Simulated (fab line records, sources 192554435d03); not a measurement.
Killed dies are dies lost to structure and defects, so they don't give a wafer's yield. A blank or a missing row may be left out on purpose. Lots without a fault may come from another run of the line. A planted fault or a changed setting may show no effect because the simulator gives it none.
Split-lot experiment | flow n5_finfet | 7 lots, 21 wafers read, on a route of 1938 steps

THE SPLIT
At N5_MIM_BOT_ETCH_ETCH_04 (etches SiNx in CF4/O2, target depth 26 nm, time 13 s), the setting time_s was moved away from the recipe's 13 s on 7 of the 21 wafers read, by -21.3% to +22.5%. The other wafers ran this setting at the recipe's value.

The reading is taken at the split's own step.

THE READING
etch.depth_nm (the simulator's own value, which no gauge read), in nm, at N5_MIM_BOT_ETCH_ETCH_04 (etches SiNx in CF4/O2, target depth 26 nm, time 13 s). The file gives no usual value for it. The 14 wafers here that ran the recipe average 25.71 nm, standard deviation 0.53 nm.

wafer  | tool, chamber at the split | time_s as run, s | against the recipe | etch.depth_nm, nm | against lot-mates on the recipe
L078.2 | rie_diel-03, 2             | 13               | recipe             | 25.82             | -
L078.5 | rie_diel-03, 1             | 13               | recipe             | 25.75             | -
L078.6 | rie_diel-03, 0             | 15.8             | +21.5%             | 30.04             | +4.25
L081.1 | rie_diel-03, 0             | 13               | recipe             | 24.62             | -
L081.3 | rie_diel-03, 2             | 13               | recipe             | 25.5              | -
L081.4 | rie_diel-03, 3             | 13               | recipe             | 26.58             | -
L080.2 | rie_diel-03, 3             | 15.92            | +22.5%             | 32.56             | +7.09
L080.4 | rie_diel-03, 2             | 13               | recipe             | 25.42             | -
L080.5 | rie_diel-03, 2             | 13               | recipe             | 25.53             | -
L082.1 | rie_diel-01, 3             | 10.23            | -21.3%             | 20.08             | -5.87
L082.3 | rie_diel-01, 0             | 10.23            | -21.3%             | 20.4              | -5.55
L082.4 | rie_diel-01, 1             | 13               | recipe             | 25.95             | -
L084.1 | rie_diel-06, 2             | 13               | recipe             | 25.6              | -
L084.2 | rie_diel-06, 0             | 10.51            | -19.2%             | 20.89             | -4.71
L084.5 | rie_diel-06, 2             | 10.51            | -19.2%             | 20.71             | -4.89
L093.3 | rie_diel-01, 0             | 10.26            | -21.1%             | 20.34             | -5.10
L093.4 | rie_diel-01, 2             | 13               | recipe             | 24.96             | -
L093.5 | rie_diel-01, 0             | 13               | recipe             | 25.91             | -
L094.2 | rie_diel-06, 1             | 13               | recipe             | 26.68             | -
L094.3 | rie_diel-06, 2             | 13               | recipe             | 25.51             | -
L094.4 | rie_diel-06, 0             | 13               | recipe             | 26.08             | -

THE FIT
A straight line over all 21 wafers: etch.depth_nm changes by +0.256 nm for each +1% of time_s; r = +0.98; the points scatter about the line by 0.59 nm.
The same after taking each lot's own level away (the mean of its wafers on the recipe; 21 wafers): +0.257 nm for each +1%; r = +0.98; scatter 0.6 nm.
On that fit, the largest move of time_s shifts the reading by 5.8 nm.
The lots' own levels span 25.435 to 26.090 nm, that is 1.2 times the standard deviation above.
So the lot-to-lot level changes the slope little: the two slopes agree.
Check: with one of the wafers moved furthest among these (+22.5%) left out of the fit, the line predicts +5.31 nm for it against its lot-mates. It came out at +7.09 nm against them.

OTHER SPLITS ON THESE WAFERS
These wafers also went through other splits before the reading. Each is held against what the fit with the lots' levels taken away leaves over:
other split on the same wafers | wafers away from the commonest value | r with etch.depth_nm (lot level and that fit taken away)
N5_BEOL_M15_ILD_DEP_00 time_s  | 6                                    | +0.05

THE FILE'S OWN FIT
etch.depth_nm changes by +0.256 nm for each +1% of time_s, r = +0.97.
